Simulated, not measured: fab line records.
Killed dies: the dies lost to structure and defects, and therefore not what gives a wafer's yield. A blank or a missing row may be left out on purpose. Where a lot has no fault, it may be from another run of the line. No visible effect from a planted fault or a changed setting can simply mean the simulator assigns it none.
Chamber matching | flow nand harc | NHARC_A_STAIRCASE_ETCH_292 on rie diel-09 has 4 sister chambers
The step etches the open film in CF4/CHF3. 4 wafers are shown with their chamber, then 7 later ones without.

== WAFERS, EACH WITH ITS CHAMBER ==
wafer  | chamber | drypump motor current A (A)
L084.5 | 3       | 6.3
L087.5 | 1       | 5.7
L087.6 | 0       | 4.8
L093.5 | 2       | 6.2

== WAFERS WHOSE CHAMBER IS MISSING ==
wafer  | drypump motor current A (A)
L093.6 | 5.8
L094.2 | 6.2
L094.3 | 4.8
L094.4 | 5.7
L096.3 | 4.8
L096.4 | 6.4
L096.5 | 6.2

== THE CHAMBER EACH PASSED THROUGH ==
wafer  | from the rows above     | in truth
L093.6 | 1                       | 1
L094.2 | can't be placed: 2 or 3 | 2
L094.3 | 0                       | 0
L094.4 | 1                       | 1
L096.3 | 0                       | 0
L096.4 | can't be placed: 3 or 2 | 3
L096.5 | can't be placed: 2 or 3 | 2
Placed correctly: 4 of 7. These rows do not allow placing 3 (true chamber among the candidates in 3). Wrongly placed: 0.
How it was worked out, from the rows above alone: a wafer's distance from a chamber is the root of the sum, over the readings, of the square of ((its reading less the chamber's mean) divided by the reading's scatter). If the next closest chamber is less than 2 further off than the closest, the wafer can't be placed; otherwise it belongs to the closest. For every chamber, the mean is computed from those of its wafers that are shown. The scatter: with one shown wafer a chamber, the root of the mean of the squares of how far each hidden wafer lies from its nearest shown one.
